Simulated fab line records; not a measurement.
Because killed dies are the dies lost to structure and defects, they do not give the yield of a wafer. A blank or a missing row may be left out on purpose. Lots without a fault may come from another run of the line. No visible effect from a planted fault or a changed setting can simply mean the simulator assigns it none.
fab line records	flow nandHarc
record: lots: 22	wafers: 66	lastDay: 25
route steps=1159 shown A_CONTACT@900 A_BLC@990
lots untouched by any fault: they come from a run of this same line in which no faults occurred
startH: the number of hours between the record's first day and the start of the first shown wafer of the lot	waitH: how many hours have passed since the lot's step before this one	" repeats the value in the row above	L1.1+2: a single row standing in for several wafers	- no value present, or no start provided	* or withheld: withheld	< > ~ a bound
route shown NAME@n: NAME is a module with steps in the file, n the number in the route of the first one	usual: mean/standard deviation taken from wafers without a fault	same: alike in all rows	chamber/n: place in a boat	sites: per-site readings	_std_site: the values' standard deviation	_edge_site: the outer-site mean with the inner-site mean subtracted	radiusMm: how far each site lies from the wafer's centre	mask NAME#n: copy n	behind: tool/chamber where the wafer was last shaped	hold: cause of the lot's hold/its duration in hours/its outcome	device: whichever transistor did not switch (one of n, p or np)	end of line: tests run on the same wafers once the route is complete	where a step has no rows: the recipe by itself	killed: at the first sort, the dies lost to defects and structure; wafer yield is something else	map: dies across one wafer; x = killed, . = not, _ = none there
set.NAME: the setting that was run; set.NAME@STEP: the one run at that earlier step	model.NAME: the simulator's own value behind a step, which no gauge read
route steps across a sampled set of lots; one table per step, one row per wafer
services: a tool's chamber out of use, with start hour (startH, from the record's first day; less than 0 if before it), hours out, and reason
== steps ==
step: NHARC_A_CONTACT_ETCH_75
recipe: targetDepthA: 390	overEtchFrac: 0.3	timeS: 65	ionEnergyEv: 80	cf4FlowSccm: 150	arFlowSccm: 0	rfW: 300	biasW: 100	chemistry: CF4
usual: cf4FlowSccm: 150.0/0.41	chamberPressureMTorr: 50.01/0.04	drypumpMotorCurrentA: 5.8/0.4	oesProductAu: 1.000/0.009	rfVppV: 151.0/1.1	showerheadPlenumPTorr: 1.76/0.061	throttleValvePct: 13.284/0.0094
same: overEtchFrac: 0.3
lot.wafer	tool	chamber	startH	waitH	cf4FlowSccm	chamberPressureMTorr	drypumpMotorCurrentA	oesProductAu	rfHoursCounterH	rfVppV	showerheadPlenumPTorr	throttleValvePct
L075.2	rieDiel-03	2	387.00	0.1	150.3	49.97	5.6	0.995	30	152.8	1.88	13.280
L075.5	"	2	"	"	150.2	50.03	5.6	1.003	-	152.4	1.88	13.277
L075.6	"	3	"	"	149.4	49.98	5.8	0.999	-	151.5	1.78	13.291
L076.1	rieDiel-03	2	390.63	0.1	150.3	49.97	5.6	0.992	32	153.5	1.88	13.296
L076.2	"	0	"	"	149.9	49.96	6.4	0.998	29	150.8	1.73	13.295
L076.5	"	2	"	"	150.3	49.95	5.6	1.005	-	152.3	1.88	13.289
L074.1	rieDiel-06	1	396.18	0.1	149.9	50.00	5.7	1.002	54	151.8	1.75	13.292
L074.4	"	2	"	"	149.3	50.00	5.4	1.000	53	150.5	1.71	13.284
L074.3	"	3	"	"	150.2	49.95	6.1	1.005	58	151.8	1.79	13.291
L078.1	rieDiel-06	2	398.42	0.1	150.0	49.97	5.4	0.998	54	151.3	1.71	13.291
L078.4	"	3	"	"	150.4	50.04	6.1	1.015	59	150.7	1.79	13.286
L078.5	"	3	"	"	149.9	50.00	6.1	1.007	-	152.7	1.79	13.297
L079.1	rieDiel-03	2	404.62	0.1	149.9	49.98	5.6	1.007	1	151.0	1.87	13.286
L079.3	"	1	"	"	149.5	50.00	5.7	1.007	1	150.3	1.68	13.294
L079.5	"	0	"	"	150.0	49.98	6.4	1.007	-	150.8	1.73	13.286
L081.4	rieDiel-06	2	409.82	0.1	150.2	50.11	5.4	1.009	59	150.5	1.71	13.292
L081.1	"	3	"	"	149.4	50.00	6.1	1.016	64	151.5	1.79	13.288
L081.2	"	0	"	"	150.0	50.02	6.2	0.998	64	151.6	1.79	13.286
L080.4	rieDiel-03	0	413.39	0.1	150.0	50.01	6.4	0.993	2	151.0	1.73	13.277
L080.6	"	1	"	"	150.3	49.97	5.7	0.991	-	150.3	1.68	13.292
L080.5	"	2	"	"	149.4	50.01	5.6	1.000	-	152.3	1.87	13.271
L082.2	rieDiel-06	2	439.96	0.1	150.0	49.98	5.4	1.004	5	150.7	1.71	13.281
L082.6	"	2	"	"	150.7	49.98	5.4	0.994	-	149.5	1.71	13.284
L082.5	"	3	"	"	150.3	50.10	6.1	1.001	-	151.9	1.79	13.277
L085.3	rieDiel-03	1	444.61	0.1	150.7	49.96	5.7	0.999	7	149.8	1.68	13.278
L085.2	"	3	"	"	150.2	49.95	5.8	1.001	5	151.6	1.78	13.260
L085.6	"	1	"	"	150.3	50.05	5.7	0.999	-	150.5	1.68	13.280
L084.1	rieDiel-10	3	447.94	0.2	150.5	50.01	5.2	0.981	32	151.7	1.69	13.279
L084.3	"	0	"	"	149.7	49.97	5.5	1.018	36	152.1	1.80	13.291
L084.6	"	3	"	"	149.8	50.03	5.2	0.989	-	149.4	1.69	13.292
L086.3	rieDiel-03	0	454.01	0.1	149.6	50.01	6.4	0.993	7	149.7	1.73	13.280
L086.2	"	2	"	"	150.5	50.06	5.6	1.006	9	152.3	1.87	13.282
L086.4	"	3	"	"	150.8	49.98	5.8	0.996	7	151.3	1.78	13.292
L087.2	rieDiel-03	0	455.51	0.1	150.1	50.10	6.4	0.990	8	150.0	1.73	13.297
L087.4	"	1	"	"	150.0	49.95	5.7	1.001	10	150.1	1.68	13.270
L087.5	"	3	"	"	150.1	50.03	5.8	0.990	-	150.6	1.78	13.277
L088.3	rieDiel-06	1	462.18	0.1	149.7	50.02	5.7	1.012	14	151.1	1.74	13.283
L088.5	"	1	"	"	149.8	49.99	5.7	1.008	-	150.5	1.75	13.277
L088.6	"	2	"	"	149.8	50.08	5.4	1.012	-	150.9	1.71	13.298
L089.1	rieDiel-10	2	477.60	0.1	149.8	50.04	6.2	1.001	38	153.0	1.79	13.265
L089.4	"	3	"	"	149.8	50.02	5.2	0.987	45	149.0	1.68	13.286
L089.6	"	2	"	"	149.8	50.02	6.3	0.998	-	151.0	1.79	13.274
L090.3	rieDiel-03	0	478.18	0.1	149.8	49.98	6.4	0.993	11	152.7	1.73	13.298
L090.1	"	3	"	"	150.2	50.00	5.8	0.995	11	149.7	1.78	13.281
L090.6	"	1	"	"	151.2	49.96	5.7	1.004	-	149.6	1.68	13.277
L092.2	rieDiel-03	3	482.78	0.1	148.9	50.00	5.8	0.995	13	150.1	1.78	13.272
L092.6	"	1	"	"	150.7	49.95	5.7	1.000	-	151.3	1.68	13.279
L092.5	"	2	"	"	149.8	50.04	5.6	1.011	-	153.2	1.87	13.294
L091.4	rieDiel-10	3	483.38	0.1	149.7	49.98	5.2	0.979	47	149.2	1.68	13.276
L091.6	"	2	"	"	149.5	49.95	6.2	0.995	-	151.3	1.79	13.295
L091.5	"	3	"	"	150.3	49.95	5.2	0.992	-	152.3	1.68	13.284
L093.3	rieDiel-10	0	490.32	0.1	151.1	50.08	5.4	1.007	53	151.1	1.80	13.294
L093.1	"	1	"	"	149.9	50.06	6.7	0.988	25	150.2	1.70	13.271
L093.5	"	3	"	"	149.7	49.96	5.2	0.981	-	150.4	1.68	13.276
L096.4	rieDiel-03	0	503.69	0.1	149.7	50.01	6.4	1.003	16	150.7	1.73	13.278
L096.6	"	3	"	"	149.8	50.08	5.8	0.997	-	150.5	1.77	13.284
L096.5	"	0	"	"	149.7	50.04	6.4	0.999	-	151.5	1.73	13.288
L095.2	rieDiel-03	0	508.32	0.1	150.4	50.01	6.5	1.002	17	150.1	1.73	13.294
L095.1	"	2	"	"	150.0	50.07	5.6	0.998	19	153.6	1.87	13.305
L095.6	"	3	"	"	149.7	50.01	5.8	0.993	-	150.8	1.77	13.276
L094.4	rieDiel-10	3	508.67	0.1	150.1	49.96	5.2	0.986	55	149.3	1.68	13.280
L094.3	"	1	"	"	150.4	50.01	6.7	1.011	33	148.9	1.70	13.302
L094.2	"	2	"	"	149.8	50.02	6.2	0.998	49	151.6	1.78	13.279
L097.2	rieDiel-06	1	517.73	0.1	150.0	50.01	5.7	1.000	34	150.4	1.74	13.290
L097.6	"	0	"	"	149.1	50.04	6.2	1.000	-	151.9	1.78	13.262
L097.5	"	1	"	"	150.0	50.01	5.7	0.997	-	149.3	1.74	13.284
step: NHARC_A_CONTACT_ETCH_124
recipe: sourceW: withheld	pressureMtorr: 20	biasV: withheld	timeS: 140	targetDepthA: 7000	arFlowSccm: withheld	c4f8FlowSccm: withheld	o2FlowSccm: withheld	chemistry: C4F8/O2/Ar
usual: chamberPressureMTorr: 20.000/0.016
lot.wafer	tool	chamber	startH	waitH	chamberPressureMTorr	rfHoursCounterH
L075.2	harCapEtch-01	1	388.42	-	19.999	56
L075.5	"	0	"	"	20.008	-
L075.6	"	1	"	"	20.007	-
L076.1	harCapEtch-02	0	392.20	-	20.010	11
L076.2	"	1	"	"	20.022	11
L076.5	"	0	"	"	19.986	-
L074.1	harCapEtch-02	0	397.21	-	19.999	12
L074.4	"	0	"	"	20.002	-
L074.3	"	1	"	"	20.011	-
L078.1	harCapEtch-03	1	399.49	-	19.997	88
L078.4	"	1	"	"	20.012	-
L078.5	"	1	"	"	19.989	-
L079.1	harCapEtch-01	0	405.74	-	20.023	61
L079.3	"	1	"	"	20.017	-
L079.5	"	0	"	"	20.009	-
L081.1	harCapEtch-01	1	410.85	-	19.990	63
L081.2	"	0	"	"	20.003	63
L081.4	"	1	"	"	20.013	-
L080.4	harCapEtch-02	1	414.47	-	20.005	-
L080.5	"	1	"	"	20.003	-
L080.6	"	0	"	"	19.987	-
L082.2	harCapEtch-03	0	441.11	-	20.021	94
L082.5	"	1	"	"	19.990	-
L082.6	"	0	"	"	20.014	-
L085.2	harCapEtch-02	1	445.64	-	19.982	20
L085.3	"	0	"	"	19.982	-
L085.6	"	1	"	"	19.996	-
L084.1	harCapEtch-03	0	449.36	-	19.999	96
L084.3	"	0	"	"	20.011	-
L084.6	"	1	"	"	20.005	-
L086.2	harCapEtch-03	1	455.15	-	19.988	98
L086.3	"	0	"	"	19.994	-
L086.4	"	1	"	"	19.995	-
L087.2	harCapEtch-02	0	456.57	-	19.988	23
L087.4	"	0	"	"	20.011	-
L087.5	"	1	"	"	19.976	-
L088.3	harCapEtch-03	0	463.35	-	20.019	-
L088.6	"	1	"	"	19.989	-
L088.5	"	0	"	"	19.991	-
L089.1	harCapEtch-03	0	478.67	-	19.998	102
L089.4	"	0	"	"	20.001	-
L089.6	"	1	"	"	19.992	-
L090.1	harCapEtch-02	1	479.27	-	20.006	27
L090.3	"	0	"	"	20.003	-
L090.6	"	1	"	"	19.995	-
L092.2	harCapEtch-03	1	483.84	-	19.987	104
L092.6	"	0	"	"	19.995	-
L092.5	"	1	"	"	19.986	-
L091.4	harCapEtch-02	1	484.51	-	20.002	-
L091.5	"	1	"	"	19.980	-
L091.6	"	0	"	"	19.992	-
L093.1	harCapEtch-01	0	491.39	-	20.002	75
L093.3	"	0	"	"	19.991	-
L093.5	"	1	"	"	20.000	-
L096.4	harCapEtch-02	0	504.87	-	20.012	-
L096.5	"	0	"	"	19.958	-
L096.6	"	1	"	"	20.037	-
L095.2	harCapEtch-03	0	509.35	-	19.987	108
L095.1	"	1	"	"	20.007	108
L095.6	"	1	"	"	20.016	-
L094.2	harCapEtch-01	1	510.25	-	19.983	79
L094.4	"	0	"	"	19.982	-
L094.3	"	1	"	"	20.006	-
L097.2	harCapEtch-03	0	519.15	-	19.985	111
L097.6	"	0	"	"	19.971	-
L097.5	"	1	"	"	20.005	-
step: NHARC_A_CONTACT_ETCH_132
recipe: sourceW: withheld	pressureMtorr: 20	biasV: 1200	timeS: 156	targetDepthA: 9580	arFlowSccm: withheld	c4f8FlowSccm: withheld	o2FlowSccm: withheld	chemistry: C4F8/O2/Ar
usual: chamberPressureMTorr: 20.003/0.019
lot.wafer	tool	chamber	startH	waitH	chamberPressureMTorr	rfHoursCounterH
L075.2	harCapEtch-01	1	389.60	0.1	20.016	57
L075.5	"	0	"	"	19.993	-
L075.6	"	1	"	"	20.028	-
L076.1	harCapEtch-02	0	393.39	0.1	20.002	12
L076.2	"	1	"	"	19.955	12
L076.5	"	0	"	"	19.986	-
L074.1	harCapEtch-02	0	398.40	0.1	20.003	13
L074.4	"	0	"	"	20.042	-
L074.3	"	1	"	"	19.990	-
L078.1	harCapEtch-03	1	400.68	0.1	20.008	89
L078.4	"	1	"	"	19.956	-
L078.5	"	1	"	"	19.988	-
L079.1	harCapEtch-01	0	406.94	0.1	19.970	62
L079.3	"	1	"	"	20.020	-
L079.5	"	0	"	"	20.009	-
L081.1	harCapEtch-01	1	412.04	0.1	19.983	64
L081.2	"	0	"	"	19.988	64
L081.4	"	1	"	"	20.014	-
L080.4	harCapEtch-02	1	415.65	0.1	20.000	-
L080.5	"	1	"	"	19.972	-
L080.6	"	0	"	"	20.021	-
L082.2	harCapEtch-03	0	442.28	0.1	20.025	95
L082.5	"	1	"	"	19.978	-
L082.6	"	0	"	"	20.028	-
L085.2	harCapEtch-02	1	446.83	0.1	20.034	21
L085.3	"	0	"	"	20.001	-
L085.6	"	1	"	"	20.001	-
L084.1	harCapEtch-03	0	450.54	0.1	19.998	97
L084.3	"	0	"	"	19.994	-
L084.6	"	1	"	"	19.987	-
L086.2	harCapEtch-03	1	456.31	0.1	20.020	99
L086.3	"	0	"	"	19.993	-
L086.4	"	1	"	"	20.000	-
L087.2	harCapEtch-02	0	457.75	0.1	20.014	24
L087.4	"	0	"	"	19.979	-
L087.5	"	1	"	"	19.986	-
L088.3	harCapEtch-03	0	464.89	0.2	20.003	-
L088.6	"	1	"	"	20.014	-
L088.5	"	0	"	"	20.022	-
L089.1	harCapEtch-03	0	479.85	0.1	19.995	103
L089.4	"	0	"	"	19.991	-
L089.6	"	1	"	"	20.035	-
L090.1	harCapEtch-02	1	480.46	0.1	20.006	28
L090.3	"	0	"	"	19.998	-
L090.6	"	1	"	"	20.007	-
L092.2	harCapEtch-03	1	485.03	0.1	20.017	105
L092.6	"	0	"	"	19.991	-
L092.5	"	1	"	"	20.014	-
L091.4	harCapEtch-02	1	485.68	0.1	20.041	-
L091.5	"	1	"	"	19.999	-
L091.6	"	0	"	"	20.008	-
L093.1	harCapEtch-01	0	492.57	0.1	20.001	76
L093.3	"	0	"	"	20.004	-
L093.5	"	1	"	"	19.994	-
L096.4	harCapEtch-02	0	506.43	0.2	20.027	-
L096.5	"	0	"	"	19.992	-
L096.6	"	1	"	"	20.016	-
L095.2	harCapEtch-03	0	510.54	0.1	19.978	109
L095.1	"	1	"	"	20.041	109
L095.6	"	1	"	"	20.037	-
L094.2	harCapEtch-01	1	511.42	0.1	20.020	80
L094.4	"	0	"	"	20.016	-
L094.3	"	1	"	"	19.987	-
L097.2	harCapEtch-03	0	520.34	0.1	20.015	112
L097.6	"	0	"	"	19.993	-
L097.5	"	1	"	"	19.993	-
step: NHARC_A_CONTACT_ETCH_30
recipe: targetDepthA: 605	timeS: 30.2	cf4FlowSccm: 100	chf3FlowSccm: 30	arFlowSccm: 0	rfW: 500	biasW: 200	chemistry: CF4/CHF3
usual: cf4FlowSccm: 100.0/0.32	chamberPressureMTorr: 25.000/0.021	drypumpMotorCurrentA: 5.8/0.45	oesProductAu: 0.930/0.015	rfVppV: 370.3/2	showerheadPlenumPTorr: 1.57/0.053	throttleValvePct: 16.802/0.0096
lot.wafer	tool	chamber	startH	waitH	cf4FlowSccm	chamberPressureMTorr	drypumpMotorCurrentA	oesProductAu	rfHoursCounterH	rfVppV	showerheadPlenumPTorr	throttleValvePct
L075.2	rieDiel-10	0	-	-	100.5	24.975	5.4	0.945	11	371.8	1.61	16.799
L075.5	"	3	"	"	100.1	25.006	5.2	0.918	-	370.1	1.50	16.811
L075.6	"	0	"	"	100.4	24.970	5.5	0.934	-	372.8	1.61	16.797
L076.1	rieDiel-10	0	-	-	100.4	24.953	5.5	0.948	14	372.7	1.61	16.809
L076.2	"	2	"	"	100.1	24.990	6.2	0.943	12	371.1	1.60	16.808
L076.5	"	2	"	"	99.8	25.032	6.3	0.937	-	372.1	1.60	16.804
L074.4	rieDiel-06	3	-	-	99.8	24.985	6.1	0.940	62	371.6	1.59	16.798
L074.1	"	1	"	"	100.3	24.995	5.7	0.926	58	370.4	1.56	16.791
L074.3	"	2	"	"	100.5	25.015	5.4	0.926	58	368.7	1.52	16.807
L078.1	rieDiel-10	0	-	-	100.0	24.993	5.4	0.938	16	373.4	1.61	16.789
L078.4	"	2	"	"	100.1	24.988	6.3	0.935	-	370.2	1.60	16.811
L078.5	"	3	"	"	99.5	24.999	5.2	0.909	-	367.5	1.50	16.797
L079.3	rieDiel-03	0	-	-	100.4	24.976	6.4	0.930	2	368.8	1.54	16.793
L079.1	"	1	"	"	99.6	25.031	5.7	0.929	2	368.1	1.49	16.778
L079.5	"	2	"	"	99.4	24.984	5.6	0.927	-	374.4	1.67	16.793
L081.1	rieDiel-10	0	-	-	100.1	24.993	5.4	0.944	17	372.9	1.61	16.806
L081.2	"	1	"	"	100.4	24.973	6.7	0.925	12	368.8	1.52	16.790
L081.4	"	1	"	"	100.2	24.968	6.7	0.920	-	369.0	1.52	16.803
L080.4	rieDiel-03	2	-	-	99.9	25.020	5.6	0.969	4	373.9	1.67	16.802
L080.6	"	2	"	"	100.4	24.979	5.6	0.964	-	373.7	1.67	16.792
L080.5	"	3	"	"	100.0	24.971	5.8	0.982	-	371.1	1.58	16.813
L082.2	rieDiel-10	0	-	-	99.8	24.999	5.4	0.946	37	369.8	1.60	16.808
L082.6	"	0	"	"	99.9	24.980	5.4	0.940	-	372.7	1.61	16.798
L082.5	"	3	"	"	100.0	25.002	5.2	0.919	-	367.5	1.50	16.795
L085.2	rieDiel-06	2	-	-	99.4	24.998	5.4	0.928	12	368.5	1.52	16.806
L085.3	"	3	"	"	99.4	25.041	6.1	0.916	11	370.1	1.59	16.810
L085.6	"	0	"	"	99.8	24.981	6.2	0.921	-	370.6	1.59	16.817
L084.3	rieDiel-10	2	-	-	99.8	24.976	6.3	0.930	30	371.9	1.59	16.808
L084.1	"	3	"	"	100.2	24.989	5.2	0.918	37	368.1	1.50	16.812
L084.6	"	3	"	"	99.4	24.998	5.2	0.917	-	368.1	1.50	16.795
L086.2	rieDiel-03	0	-	-	99.9	25.001	6.4	0.919	9	369.0	1.54	16.821
L086.4	"	1	"	"	100.3	24.997	5.7	0.927	11	367.7	1.49	16.794
L086.3	"	3	"	"	100.3	24.997	5.8	0.918	9	371.7	1.58	16.786
L087.4	rieDiel-06	2	-	-	99.5	25.044	5.4	0.933	16	369.8	1.52	16.797
L087.2	"	0	"	"	100.2	25.005	6.2	0.932	15	369.8	1.59	16.800
L087.5	"	3	"	"	100.5	25.011	6.1	0.930	-	372.7	1.59	16.810
L088.3	rieDiel-10	0	-	-	99.7	25.008	5.5	0.928	47	371.5	1.60	16.798
L088.5	"	2	"	"	100.3	25.038	6.2	0.927	-	372.0	1.59	16.791
L088.6	"	3	"	"	99.4	25.011	5.2	0.912	-	367.7	1.50	16.803
L089.1	rieDiel-03	0	-	-	100.0	25.036	6.4	0.926	14	369.1	1.54	16.811
L089.4	"	2	"	"	99.9	24.987	5.6	0.924	15	372.5	1.67	16.793
L089.6	"	0	"	"	100.0	24.979	6.4	0.921	-	370.4	1.54	16.806
L090.1	rieDiel-03	3	-	-	99.5	24.983	5.7	0.922	14	371.0	1.58	16.801
L090.3	"	0	"	"	100.5	25.022	6.4	0.925	14	368.4	1.54	16.805
L090.6	"	3	"	"	99.8	25.006	5.7	0.924	-	370.7	1.58	16.787
L092.2	rieDiel-06	1	-	-	100.0	24.997	5.7	0.925	23	370.2	1.55	16.799
L092.5	"	3	"	"	100.2	25.026	6.1	0.926	-	372.2	1.59	16.810
L092.6	"	0	"	"	100.6	24.987	6.2	0.925	-	370.0	1.59	16.809
L091.4	rieDiel-10	3	-	-	99.6	25.014	5.2	0.919	50	366.9	1.49	16.794
L091.6	"	2	"	"	100.5	25.023	6.3	0.927	-	370.1	1.59	16.800
L091.5	"	3	"	"	99.6	25.014	5.2	0.931	-	369.7	1.49	16.781
L093.1	rieDiel-03	1	-	-	100.2	24.967	5.6	0.930	18	368.2	1.49	16.801
L093.3	"	0	"	"	99.5	25.005	6.5	0.928	16	370.5	1.54	16.801
L093.5	"	2	"	"	99.9	25.009	5.6	0.931	-	373.2	1.67	16.805
L095.2	rieDiel-03	3	-	-	99.9	24.998	5.8	0.962	19	371.3	1.58	16.805
L095.1	"	0	"	"	99.9	25.033	6.4	0.979	19	368.7	1.54	16.799
L095.6	"	3	"	"	100.1	24.991	5.7	0.952	-	370.3	1.58	16.793
L096.4	rieDiel-10	3	-	-	100.3	25.014	5.2	0.908	60	368.6	1.49	16.811
L096.5	"	1	"	"	99.7	25.036	6.7	0.929	-	368.6	1.51	16.805
L096.6	"	2	"	"	99.9	25.017	6.2	0.923	-	370.4	1.59	16.807
L094.4	rieDiel-03	1	-	-	99.9	24.991	5.7	0.925	21	367.9	1.49	16.791
L094.3	"	3	"	"	100.6	25.030	5.8	0.923	20	371.8	1.58	16.816
L094.2	"	0	"	"	100.3	24.997	6.4	0.921	19	369.3	1.54	16.789
L097.2	rieDiel-03	0	-	-	100.1	25.021	6.4	0.916	22	370.4	1.54	16.793
L097.6	"	0	"	"	100.1	24.993	6.5	0.916	-	369.3	1.54	16.802
L097.5	"	1	"	"	99.9	25.020	5.7	0.911	-	366.0	1.49	16.828
step: NHARC_A_CONTACT_ETCH_136
recipe: sourceW: withheld	pressureMtorr: 20	biasV: 3000	timeS: 132	targetDepthA: 12870	arFlowSccm: withheld	c4f8FlowSccm: withheld	o2FlowSccm: withheld	chemistry: C4F8/O2/Ar
usual: chamberPressureMTorr: 19.998/0.02
lot.wafer	tool	chamber	startH	waitH	chamberPressureMTorr	rfHoursCounterH
L075.2	harCapEtch-01	0	396.36	0.1	19.984	59
L075.6	"	0	"	"	19.992	-
L075.5	"	1	"	"	20.037	-
L076.1	harCapEtch-01	0	403.43	0.1	20.014	61
L076.2	"	1	"	"	20.010	61
L076.5	"	0	"	"	20.008	-
L074.1	harCapEtch-02	1	404.64	0.1	19.992	14
L074.4	"	1	"	"	20.032	-
L074.3	"	0	"	"	19.990	-
L078.1	harCapEtch-03	0	407.40	0.1	19.988	91
L078.4	"	0	"	"	19.973	-
L078.5	"	1	"	"	19.972	-
L079.1	harCapEtch-03	0	412.30	0.1	19.952	92
L079.3	"	0	"	"	19.984	-
L079.5	"	0	"	"	19.982	-
L081.1	harCapEtch-01	1	419.85	0.1	19.991	64
L081.2	"	0	"	"	19.999	64
L081.4	"	1	"	"	20.019	-
L080.4	harCapEtch-03	0	421.20	0.1	19.979	-
L080.6	"	1	"	"	20.002	-
L080.5	"	0	"	"	19.984	-
L082.2	harCapEtch-01	1	451.96	0.1	20.026	68
L082.6	"	0	"	"	20.000	-
L082.5	"	1	"	"	19.960	-
L085.2	harCapEtch-02	0	453.39	0.1	20.047	23
L085.3	"	1	"	"	19.999	-
L085.6	"	0	"	"	20.007	-
L084.1	harCapEtch-03	0	457.16	0.1	19.996	99
L084.3	"	0	"	"	20.015	-
L084.6	"	1	"	"	19.996	-
L086.2	harCapEtch-01	0	461.68	0.1	19.980	70
L086.4	"	1	"	"	19.976	-
L086.3	"	0	"	"	20.017	-
L087.2	harCapEtch-01	1	465.79	0.1	19.983	71
L087.4	"	0	"	"	19.962	-
L087.5	"	1	"	"	19.974	-
L088.3	harCapEtch-01	0	471.37	0.1	20.006	-
L088.6	"	1	"	"	19.980	-
L088.5	"	0	"	"	19.993	-
L089.1	harCapEtch-01	1	485.26	0.1	19.982	75
L089.4	"	1	"	"	20.001	-
L089.6	"	0	"	"	20.010	-
L090.1	harCapEtch-03	0	486.52	0.1	19.992	105
L090.3	"	0	"	"	20.003	-
L090.6	"	0	"	"	20.007	-
L092.2	harCapEtch-02	0	492.52	0.1	19.992	30
L092.5	"	1	"	"	20.002	-
L092.6	"	0	"	"	19.977	-
L091.4	harCapEtch-03	0	492.78	0.1	19.991	-
L091.5	"	0	"	"	19.984	-
L091.6	"	1	"	"	20.011	-
L093.1	harCapEtch-02	0	500.75	0.1	20.010	31
L093.3	"	0	"	"	19.994	-
L093.5	"	0	"	"	20.015	-
L095.2	harCapEtch-01	0	516.23	0.1	20.003	81
L095.1	"	1	"	"	20.002	81
L095.6	"	0	"	"	19.992	-
L096.4	harCapEtch-02	1	516.93	0.1	20.012	-
L096.5	"	0	"	"	20.015	-
L096.6	"	1	"	"	19.979	-
L094.2	harCapEtch-03	0	517.11	0.1	20.024	110
L094.3	"	1	"	"	20.015	-
L094.4	"	0	"	"	19.977	-
L097.2	harCapEtch-03	0	527.81	0.1	19.997	112
L097.5	"	0	"	"	20.001	-
L097.6	"	1	"	"	19.996	-
step: NHARC_A_BLC_CMP_25
recipe: tOverpolishS: 30	targetThkNm: 150
usual: motorCurrentA: 11.9/1.1	overpolishRunS: 30.000/0.0091	retainingRingPressureFrac: 1.000/0.0049	timeToEndpointS: 30.1/2.5
lot.wafer	tool	chamber	startH	waitH	motorCurrentA	overpolishRunS	retainingRingPressureFrac	timeToEndpointS
L075.2	cmp-01	0	408.45	0.5	12.1	30.013	0.995	30.2
L075.6	"	2	"	"	11.1	29.994	0.998	32.3
L075.5	"	3	"	"	12.4	29.997	1.002	30.4
L076.2	cmp-01	3	410.54	0.5	12.3	30.013	0.998	32.1
L076.1	"	2	"	"	11.9	29.997	0.996	32.3
L076.5	"	0	"	"	11.9	30.001	0.996	32.2
L074.3	cmp-01	3	411.37	0.2	13.5	29.997	1.003	32.3
L074.4	"	1	"	"	11.2	29.994	0.999	30.5
L074.1	"	2	"	"	11.3	29.994	0.996	35.6
L078.1	cmp-03	0	415.02	0.5	11.0	30.000	1.006	30.4
L078.4	"	1	"	"	14.0	29.996	0.997	27.2
L078.5	"	2	"	"	11.2	29.998	0.999	34.5
L079.1	cmp-03	2	422.66	0.5	11.1	30.007	0.998	31.7
L079.3	"	3	"	"	12.2	29.999	1.009	31.2
L079.5	"	1	"	"	14.5	30.001	0.993	24.1
L081.2	cmp-01	1	429.42	0.5	10.8	29.997	0.999	36.4
L081.4	"	2	"	"	11.2	29.988	0.996	33.0
L081.1	"	3	"	"	12.2	29.998	1.007	33.6
L080.4	cmp-01	1	430.22	0.3	11.0	29.997	1.002	32.3
L080.5	"	3	"	"	12.5	30.015	0.997	32.8
L080.6	"	0	"	"	12.3	30.001	1.008	31.2
L082.2	cmp-01	3	460.90	0.5	11.2	29.996	1.000	29.6
L082.6	"	1	"	"	11.2	29.999	1.006	27.3
L082.5	"	2	"	"	11.0	30.009	1.007	30.2
L085.3	cmp-02	3	465.12	0.3	11.8	30.007	0.999	27.5
L085.2	"	0	"	"	11.0	29.994	1.005	27.9
L085.6	"	1	"	"	10.7	30.003	0.997	27.6
L084.3	cmp-02	1	470.80	0.2	10.3	30.000	0.996	31.2
L084.1	"	2	"	"	12.2	30.011	0.997	32.1
L084.6	"	1	"	"	10.7	30.011	0.988	29.4
L086.3	cmp-02	2	471.26	0.3	12.3	29.993	0.999	33.9
L086.4	"	3	"	"	11.8	30.005	1.000	29.5
L086.2	"	0	"	"	11.6	30.006	1.001	30.4
L087.4	cmp-02	0	475.74	0.2	10.8	29.987	1.003	29.0
L087.2	"	1	"	"	10.6	29.998	1.000	29.5
L087.5	"	0	"	"	11.0	30.003	1.006	28.8
L088.3	cmp-02	0	478.81	0.2	10.8	29.997	1.002	28.3
L088.6	"	0	"	"	11.1	29.998	1.002	29.0
L088.5	"	1	"	"	10.3	30.010	1.004	28.7
L089.1	cmp-03	3	497.88	0.5	11.8	30.015	1.003	30.2
L089.4	"	0	"	"	12.3	29.994	1.000	29.5
L089.6	"	1	"	"	14.3	30.006	0.998	28.1
L090.3	cmp-03	3	498.60	0.3	12.2	29.994	0.998	26.9
L090.1	"	0	"	"	12.2	30.005	1.002	26.9
L090.6	"	3	"	"	12.5	30.003	0.996	29.5
L092.2	cmp-03	2	500.38	0.4	11.3	29.997	0.999	31.1
L092.6	"	1	"	"	14.9	30.008	1.005	26.3
L092.5	"	2	"	"	11.3	29.996	0.997	34.1
L091.4	cmp-01	0	500.56	0.3	12.2	30.002	1.005	28.8
L091.5	"	2	"	"	11.3	29.995	0.990	30.0
L091.6	"	3	"	"	13.4	29.998	1.007	29.3
L093.3	cmp-03	1	509.19	0.3	15.2	30.029	0.999	28.8
L093.1	"	3	"	"	11.9	29.995	0.993	31.4
L093.5	"	0	"	"	12.4	29.997	1.001	29.5
L095.1	cmp-01	0	523.04	0.4	12.4	30.016	0.999	31.7
L095.2	"	3	"	"	12.4	30.002	0.994	27.4
L095.6	"	0	"	"	12.1	30.015	1.002	29.4
L096.4	cmp-02	3	526.79	0.3	11.3	30.007	1.006	26.6
L096.5	"	3	"	"	11.7	30.016	1.000	24.3
L096.6	"	0	"	"	10.9	30.003	1.004	25.9
L094.4	cmp-03	3	530.10	0.3	12.2	30.003	1.001	30.7
L094.2	"	0	"	"	11.4	29.996	1.005	26.9
L094.3	"	1	"	"	14.5	29.978	1.002	29.3
L097.2	cmp-02	0	535.17	0.5	11.4	29.994	1.004	24.3
L097.5	"	3	"	"	11.9	29.997	1.005	27.5
L097.6	"	0	"	"	10.7	30.002	1.000	24.7
== services ==
tool	chamber	startH	hours	kind
cmp-01	-	367.04	3.6	repair
rieDiel-03	0	371.62	-	clean
cmp-02	-	373.44	74.2	repair
cmp-01	-	375.80	4.0	pm
cmp-03	-	380.44	2.0	repair
rieDiel-03	-	392.30	9.0	pm
rieDiel-10	3	398.31	5.8	repair
rieDiel-10	1	399.69	8.5	repair
harCapEtch-02	-	401.11	1.1	repair
rieDiel-03	3	401.32	3.5	repair
rieDiel-06	-	418.74	9.0	pm
rieDiel-10	1	423.64	45.3	repair
rieDiel-03	0	431.07	6.7	repair
rieDiel-10	0	436.05	3.7	repair
cmp-02	-	447.64	4.0	pm
cmp-03	-	453.98	4.0	pm
harCapEtch-02	-	465.26	1.0	repair
cmp-01	-	473.80	4.0	pm
rieDiel-06	2	498.54	2.2	repair
rieDiel-06	2	510.94	10.1	repair
cmp-02	-	513.57	1.5	repair
cmp-01	-	516.75	0.8	repair
cmp-03	-	517.08	0.3	repair
rieDiel-10	-	530.58	9.0	pm
== key ==
fault none
